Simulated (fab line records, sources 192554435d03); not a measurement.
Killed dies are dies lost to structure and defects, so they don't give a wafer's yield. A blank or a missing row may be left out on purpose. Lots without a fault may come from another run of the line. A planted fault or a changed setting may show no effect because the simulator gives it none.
Chamber matching | flow n5_finfet | N5_GATE_CUT_SAC_CAP_01 on ald_sin-03: 4 sister chambers
The step material SiNx, target thk 24 nm, pulse time 1 s, ald cycles 480. 24 wafers are shown with their chamber, then 12 later ones without.

WAFERS WITH THEIR CHAMBER
wafer  | chamber | heater_power_w (W) | precursor_pulse_height_rel
L075.1 | 1       | 957                | 0.993
L075.4 | 3       | 824                | 1.012
L075.6 | 2       | 712                | 1.017
L077.1 | 3       | 869                | 1.020
L077.4 | 3       | 857                | 1.019
L077.6 | 1       | 957                | 1.015
L078.1 | 3       | 829                | 1.020
L078.3 | 0       | 894                | 1.002
L078.6 | 3       | 869                | 0.980
L080.3 | 3       | 839                | 0.983
L080.4 | 1       | 942                | 1.017
L080.5 | 0       | 930                | 0.952
L081.1 | 0       | 918                | 1.011
L081.5 | 3       | 840                | 0.981
L081.6 | 2       | 710                | 1.026
L083.2 | 0       | 892                | 0.976
L083.3 | 1       | 926                | 1.012
L083.4 | 0       | 908                | 0.988
L084.1 | 0       | 887                | 1.001
L084.2 | 1       | 936                | 1.008
L084.3 | 1       | 959                | 0.978
L087.3 | 1       | 963                | 0.992
L087.4 | 2       | 697                | 0.989
L087.5 | 3       | 868                | 1.007

SIGNATURES (means of the wafers above)
reading                    | chamber 0 | chamber 1 | chamber 2 | chamber 3 | scatter within a chamber
heater_power_w             | 904.83    | 948.57    | 706.33    | 849.38    | 16
precursor_pulse_height_rel | 0.98833   | 1.00214   | 1.01067   | 1.00275   | 0.0183
Rule: a wafer's distance from a chamber is the root of the sum, over the readings, of the square of ((its reading less the chamber's mean) divided by the reading's scatter). The wafer belongs to the nearest chamber; if the next one is less than 2 further off, it can't be placed. The scatter: the root of (the sum of the squares of (reading less its chamber's mean) over the shown wafers, divided by (wafers less chambers)).

WAFERS WITHOUT THEIR CHAMBER
wafer  | heater_power_w (W) | precursor_pulse_height_rel
L090.1 | 906                | 1.004
L090.2 | 717                | 1.012
L090.3 | 837                | 0.966
L091.1 | 714                | 1.005
L091.3 | 904                | 0.969
L091.6 | 727                | 1.011
L093.3 | 862                | 0.990
L093.4 | 961                | 0.983
L093.5 | 841                | 1.016
L096.1 | 928                | 1.024
L096.2 | 718                | 1.041
L096.6 | 941                | 0.998

WHICH CHAMBER EACH WENT THROUGH
wafer  | from the rows above     | in truth
L090.1 | can't be placed: 0 or 1 | 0
L090.2 | 2                       | 2
L090.3 | 3                       | 3
L091.1 | 2                       | 2
L091.3 | 0                       | 0
L091.6 | 2                       | 2
L093.3 | can't be placed: 3 or 0 | 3
L093.4 | 1                       | 1
L093.5 | 3                       | 3
L096.1 | can't be placed: 1 or 0 | 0
L096.2 | 2                       | 2
L096.6 | can't be placed: 1 or 0 | 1
Placed correctly: 8 of 12. Can't be placed from these rows: 4 (the true chamber is among the candidates in 4). Placed wrongly: 0.
